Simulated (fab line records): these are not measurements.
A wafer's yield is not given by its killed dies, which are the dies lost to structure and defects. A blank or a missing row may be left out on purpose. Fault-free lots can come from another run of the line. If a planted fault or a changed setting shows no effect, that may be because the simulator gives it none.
Problem report, 8D (eight disciplines) form, completed by code || flow nand harc || the parts of the form that need people (team, actions taken, sign-off) are left out

== 1. WHAT IS WRONG ==
Wafers without a fault read 29, standard deviation 11; killed at array at NHARC_END_SORT_01 reads a mean of 672 on 6 wafers belonging to 2 lots. That is +58 standard deviations from the usual mean.
The first sign was on wafer L917.1 at day 21 08:01, on prober-01. Wafers with a number at this step in the record: 6, from 2 lots. The rule behind "out" and "out of limits": a value lying over 4 standard deviations away from the usual mean. The other wafers with a number count as sound.

== 2. WHAT THIS IS AND IS NOT ==
{"question": "which readings at this step", "is": "killed at array, killed dies", "is not": "killed short"}
{"question": "which lots", "is": "L917, L920", "is not": "-"}
{"question": "which wafers of those lots", "is": "all that have a number", "is not": "-"}
{"question": "read on which gauges", "is": "prober-01", "is not": "-"}
{"question": "when", "is": "from day 21 08:01", "is not": "up to then (0 sound wafers)"}

== 3. THE SUSPECTS, EACH WITH WHAT RULES IT OUT ==
Counting: a tool stays on the suspect list if, at a process step up to the reading, it processed all lots that are out and no sound lot following the first of them.
- the gauge at NHARC_END_SORT_01: kept. All the wafers that are out were read on prober-01, and no step on other tools shows them out.
- acl dep-01 at NHARC_A_CONTACT_DEP_84 (deposits aC, target thk 2000 nm): kept. It ran every lot that is out, first L917 (day 17 16:37), and no sound lot after that.
The count leaves prober-01 at NHARC_END_SORT_01 and acl dep-01 at NHARC_A_CONTACT_DEP_84.

== 4. THE CAUSE (what the simulator had put in) ==
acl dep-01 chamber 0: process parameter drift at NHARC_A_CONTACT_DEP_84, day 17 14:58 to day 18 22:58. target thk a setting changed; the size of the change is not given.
Counting left 2 suspects, and this tool is among them.

== 5. SEQUENCE OF EFFECTS, ordered by route ==
Each row: a reading where the mean over the struck wafers with a number is more than 3 standard deviations away from the usual. Only readings for which the record gives a usual standard deviation are gone through. hours: the time from each lot's start at the first step in this table that gives one to its start at this step, as a median over the lots. sigmas: the change in usual standard deviations.
{"hours": 0, "step": "NHARC_END_SORT_01", "reading": "killed at array", "usual": 29, "on struck wafers": 672, "change": "+643", "sigmas": "+58"}
{"hours": 0, "step": "NHARC_END_SORT_01", "reading": "killed dies", "usual": 33, "on struck wafers": 677, "change": "+644", "sigmas": "+59"}

== 6. WHAT WOULD HAVE CAUGHT IT SOONER ==
In this record the first reading out of limits at a measuring or inspecting step was taken at day 21 08:01, 89 hours after the fault began at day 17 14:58.
Tool readings at NHARC_A_CONTACT_DEP_84 with a usual standard deviation given in the record: none out on any struck wafer, hence no alarm at a limit of 4 standard deviations on them.
By day 21 08:01, every lot that is out (2) had started NHARC_A_CONTACT_DEP_84 on acl dep-01. A hold on the tool at that time would have spared none of them.
